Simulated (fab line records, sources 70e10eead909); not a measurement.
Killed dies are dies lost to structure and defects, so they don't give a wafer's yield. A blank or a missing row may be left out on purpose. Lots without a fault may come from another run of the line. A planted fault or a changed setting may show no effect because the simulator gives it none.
Which tool did it? | flow nand_harc | 12 lots, 34 wafers sampled, at 5 steps of a route of 1159

WHAT THE GAUGES READ, wafer by wafer
NHARC_P_CONTACT_CD_MEAS_12: target cd 90 nm. Usual: cd_nm 90.6 nm, standard deviation 0.64.
lot  | measured     | on        | cd_nm (nm)     | flag
L859 | day 6 02:55  | cd_sem-01 | 90.7 90.7 91.7 |
L862 | day 6 06:04  | cd_sem-01 | 90.9 90.9 90.4 |
L861 | day 6 10:36  | cd_sem-01 | 89.9 90.2 90.1 |
L863 | day 6 18:22  | cd_sem-02 | 90.1 89.6 88.9 |
L866 | day 7 14:53  | cd_sem-01 | 89.7 89.4 90.1 |
L867 | day 7 15:59  | cd_sem-02 | 90.8 91.3 90.7 |
L875 | day 9 17:18  | cd_sem-01 | 91.5           |
L877 | day 10 06:50 | cd_sem-02 | 90.3 90.7 91.5 |
L876 | day 10 07:40 | cd_sem-02 | 90.7 91.3 91.3 |
L878 | day 10 16:22 | cd_sem-02 | 90.5 91.2 92.3 |
L880 | day 11 07:28 | cd_sem-03 | 90.8 90.9 90.1 |
L881 | day 11 08:26 | cd_sem-02 | 90.2 90.4 91.2 |

NHARC_P_CONTACT_CD_MEAS_19. Usual: cd_nm 90.8 nm, standard deviation 2.
lot  | measured     | on        | cd_nm (nm)     | flag
L859 | day 6 03:59  | cd_sem-02 | 88.9 93.2 93.9 |
L862 | day 6 07:24  | cd_sem-01 | 91.1 89.3 90.4 |
L861 | day 6 11:39  | cd_sem-03 | 91.2 91.7 93.7 |
L863 | day 6 19:34  | cd_sem-03 | 89.8 90.0 89.6 |
L866 | day 7 15:56  | cd_sem-03 | 87.3 91.1 89.0 |
L867 | day 7 17:02  | cd_sem-02 | 90.6 89.9 91.9 |
L875 | day 9 18:23  | cd_sem-03 | 94.3           |
L877 | day 10 07:53 | cd_sem-03 | 89.9 89.8 90.9 |
L876 | day 10 08:46 | cd_sem-01 | 90.8 88.6 89.6 |
L878 | day 10 17:25 | cd_sem-02 | 92.7 93.8 94.4 |
L880 | day 11 08:32 | cd_sem-03 | 93.0 92.0 93.4 |
L881 | day 11 09:38 | cd_sem-01 | 87.4 91.1 89.4 |

NHARC_END_SORT_01. Usual: defect_limited_yield 95.3 %, standard deviation 1.5; killed_at_array 28, standard deviation 10; killed_at_other 0.6, standard deviation 1.1; killed_at_periphery 3.6, standard deviation 2.6; killed_dies 32, standard deviation 10; killed_open 3.3, standard deviation 1.8; killed_short 1.9, standard deviation 1.4; sort_bin_2_pct 1.5 %, standard deviation 0.61; sort_bin_3_pct 0.27 %, standard deviation 0.2; sort_bin_4_pct 3.0 %, standard deviation 1; sort_n_pass 645, standard deviation 10; sort_rim_yield_pct 97.3 %, standard deviation 1.9; sort_yield_pct 95.3 %, standard deviation 1.5.
lot  | measured     | on        | defect_limited_yield (%) | killed_at_array | killed_at_other | killed_at_periphery | killed_dies | killed_open | killed_short | sort_bin_2_pct (%) | sort_bin_3_pct (%) | sort_bin_4_pct (%) | sort_n_pass | sort_rim_yield_pct (%) | sort_yield_pct (%) | flag
L862 | day 20 08:23 | prober-01 | 96.0 96.2 96.6           | 19 17 13        | 0 2 1           | 8 7 9               | 27 26 23    | 3 6 5       | 1 2 3        | 0.9 1.0 0.7        | 0.30 0.15 0.30     | 2.8 2.7 2.4        | 650 651 654 | 96.2 94.3 97.2         | 96.0 96.2 96.6     |
L863 | day 20 01:16 | prober-02 | 95.3 95.7 96.3           | 30 26 22        | 0 0 0           | 2 3 3               | 32 29 25    | 2 5 3       | 1 0 1        | 1.0 1.2 1.0        | 0.30 0.59 0.44     | 3.4 2.5 2.2        | 645 648 652 | 98.1 95.3 100.0        | 95.3 95.7 96.3     |
L876 | day 24 05:13 | prober-02 | 96.3 96.2 97.6           | 19 21 16        | 0 0 0           | 6 5 0               | 25 26 16    | 5 2 0       | 1 2 0        | 0.9 1.3 0.7        | 0.15 0.15 0.15     | 2.7 2.4 1.5        | 652 651 661 | 97.2 98.1 100.0        | 96.3 96.2 97.6     |
L878 | day 24 13:43 | prober-01 | 95.6 94.5 96.0           | 30 34 26        | 0 0 0           | 0 3 1               | 30 37 27    | 5 3 2       | 1 7 0        | 1.2 2.1 1.0        | 0.15 0.30 0.30     | 3.1 3.1 2.7        | 647 640 650 | 99.1 95.3 100.0        | 95.6 94.5 96.0     |

WHICH TOOL RAN EACH LOT (tool, then ch and the chambers of the sampled wafers, then the start)
lot  | NHARC_P_CONTACT_ETCH_36                       | NHARC_P_CONTACT_ETCH_31
L859 | rie_diel-13 ch 0,1,2, day 6 03:52 or earlier  | rie_diel-13 ch 0,2, day 6 03:52
L862 | rie_diel-01 ch 2,3, day 6 07:17 or earlier    | rie_diel-01 ch 1,2,3, day 6 07:17
L861 | rie_diel-11 ch 1,2,3, day 6 11:32 or earlier  | rie_diel-11 ch 0,1, day 6 11:32
L863 | rie_diel-11 ch 2,3, day 6 19:25 or earlier    | rie_diel-11 ch 1,2, day 6 19:25
L866 | rie_diel-01 ch 0,1,3, day 7 15:49 or earlier  | rie_diel-01 ch 0,1, day 7 15:49
L867 | rie_diel-01 ch 0,2,3, day 7 16:55 or earlier  | rie_diel-01 ch 0,2,3, day 7 16:55
L875 | rie_diel-01 ch 1, day 9 18:14 or earlier      | rie_diel-01 ch 0, day 9 18:14
L877 | rie_diel-13 ch 0,1,3, day 10 07:45 or earlier | rie_diel-13 ch 0,2,3, day 10 07:45
L876 | rie_diel-13 ch 0,1,2, day 10 08:39 or earlier | rie_diel-13 ch 0,1,3, day 10 08:39
L878 | rie_diel-11 ch 2,3, day 10 17:17 or earlier   | rie_diel-11 ch 0,1, day 10 17:17
L880 | rie_diel-11 ch 1,2, day 11 08:25 or earlier   | rie_diel-11 ch 0,2,3, day 11 08:25
L881 | rie_diel-01 ch 2,3, day 11 09:29 or earlier   | rie_diel-01 ch 2,3, day 11 09:29
- NHARC_P_CONTACT_ETCH_36: etches the open film in N2/H2, target depth 260 nm, time 406.25 s.
- NHARC_P_CONTACT_ETCH_31: etches the open film in CH3F/O2, target depth 30 nm, time 85.7 s.

WHAT THE TOOLS THEMSELVES READ (means of the sampled wafers that have a number; where no wafer has one, the mark that the record gives instead)
NHARC_P_CONTACT_ETCH_36. Usual: chamber_pressure_mTorr 29.999 mTorr, standard deviation 0.025; drypump_motor_current_A 5.6 A, standard deviation 0.62; oes_product_au 1.003 a.u., standard deviation 0.014; rf_vpp_V 430.2 V, standard deviation 2.7; run_length_s 427.7 s, standard deviation 0.45; showerhead_plenum_p_Torr 2.03 Torr, standard deviation 0.097; throttle_valve_pct 14.171 %, standard deviation 0.0086.
lot  | tool        | chamber_pressure_mTorr (mTorr) | drypump_motor_current_A (A) | oes_product_au (a.u.) | rf_vpp_V (V) | run_length_s (s) | showerhead_plenum_p_Torr (Torr) | throttle_valve_pct (%) | flag
L859 | rie_diel-13 | 29.989                         | 6.0                         | 1.013                 | 429.4        | 428.0            | 2.01                            | 14.173                 |
L862 | rie_diel-01 | 29.991                         | 5.6                         | 1.013                 | 431.3        | 427.5            | 2.06                            | 14.173                 |
L861 | rie_diel-11 | 30.009                         | 5.3                         | 1.004                 | 431.5        | 427.9            | 2.08                            | 14.175                 |
L863 | rie_diel-11 | 29.984                         | 5.2                         | 1.004                 | 432.8        | 428.1            | 2.12                            | 14.165                 |
L866 | rie_diel-01 | 30.005                         | 5.8                         | 0.996                 | 428.2        | 427.5            | 1.95                            | 14.173                 |
L867 | rie_diel-01 | 30.014                         | 5.6                         | 1.015                 | 428.6        | 427.5            | 1.99                            | 14.171                 |
L875 | rie_diel-01 | 30.017                         | 5.5                         | 1.005                 | 430.3        | 427.3            | 2.00                            | 14.171                 |
L877 | rie_diel-13 | 30.008                         | 5.8                         | 1.005                 | 428.3        | 428.1            | 1.94                            | 14.167                 |
L876 | rie_diel-13 | 29.985                         | 6.0                         | 1.009                 | 430.0        | 427.8            | 2.00                            | 14.177                 |
L878 | rie_diel-11 | 30.024                         | 5.2                         | 1.004                 | 432.8        | 428.0            | 2.12                            | 14.174                 |
L880 | rie_diel-11 | 29.998                         | 5.2                         | 1.004                 | 429.5        | 428.0            | 2.02                            | 14.163                 |
L881 | rie_diel-01 | 30.007                         | 6.2                         | 0.988                 | 430.4        | 428.1            | 2.00                            | 14.171                 |

NHARC_P_CONTACT_ETCH_31. Usual: chamber_pressure_mTorr 25.00 mTorr, standard deviation 0.038; drypump_motor_current_A 5.6 A, standard deviation 0.59; oes_product_au 0.984 a.u., standard deviation 0.016; rf_vpp_V 244.2 V, standard deviation 1.8; run_length_s 107.1 s, standard deviation 0.43; showerhead_plenum_p_Torr 2.45 Torr, standard deviation 0.11; throttle_valve_pct 20.664 %, standard deviation 0.0091.
lot  | tool        | chamber_pressure_mTorr (mTorr) | drypump_motor_current_A (A) | oes_product_au (a.u.) | rf_vpp_V (V) | run_length_s (s) | showerhead_plenum_p_Torr (Torr) | throttle_valve_pct (%) | flag
L859 | rie_diel-13 | 25.06                          | 6.0                         | 0.983                 | 245.5        | 107.0            | 2.53                            | 20.658                 |
L862 | rie_diel-01 | 25.01                          | 5.7                         | 0.991                 | 243.6        | 107.2            | 2.44                            | 20.668                 |
L861 | rie_diel-11 | 25.00                          | 6.0                         | 0.986                 | 244.2        | 106.6            | 2.50                            | 20.670                 |
L863 | rie_diel-11 | 25.00                          | 5.0                         | 0.988                 | 244.7        | 108.0            | 2.49                            | 20.664                 |
L866 | rie_diel-01 | 25.02                          | 5.4                         | 0.984                 | 244.3        | 107.0            | 2.38                            | 20.656                 |
L867 | rie_diel-01 | 25.00                          | 5.6                         | 0.988                 | 244.1        | 107.4            | 2.40                            | 20.657                 |
L875 | rie_diel-01 | 24.97                          | 5.1                         | 0.993                 | 241.9        | 61.1             | 2.31                            | 20.648                 | OFF
L877 | rie_diel-13 | 25.00                          | 5.8                         | 0.984                 | 244.7        | 107.1            | 2.45                            | 20.669                 |
L876 | rie_diel-13 | 25.00                          | 5.8                         | 0.983                 | 242.8        | 107.2            | 2.34                            | 20.656                 |
L878 | rie_diel-11 | 24.99                          | 6.0                         | 0.988                 | 245.1        | 106.8            | 2.50                            | 20.660                 |
L880 | rie_diel-11 | 25.02                          | 5.7                         | 0.971                 | 245.3        | 107.0            | 2.55                            | 20.662                 |
L881 | rie_diel-01 | 25.00                          | 6.2                         | 0.965                 | 243.4        | 107.1            | 2.42                            | 20.663                 |

THE ANSWER, worked out from the rows above alone
Rule: a lot is off if the mean of its wafers that have a number lies more than 3 standard deviations from the usual mean. A lot without any number at a reading at which 4 lots or more have one is off too. The other lots that the step has rows for count as sound. The gauges are gone through in route order, then the tools' own readings, and for those a lot's mean is taken as printed above. The first step at which some lot is off is used, and at that step the reading that is off furthest; a lot without a number counts as furthest.
Off: L875, at NHARC_P_CONTACT_ETCH_31 (run_length_s).
A tool fits if, at that step or a process step before it, it ran every lot that is off, and no sound lot after the first of them. NHARC_P_CONTACT_ETCH_36 gives no start for some lots, so the hours and the order of its lots are those of NHARC_P_CONTACT_ETCH_31. None of those tried fits.

WHAT THE SIMULATOR HAD PUT IN
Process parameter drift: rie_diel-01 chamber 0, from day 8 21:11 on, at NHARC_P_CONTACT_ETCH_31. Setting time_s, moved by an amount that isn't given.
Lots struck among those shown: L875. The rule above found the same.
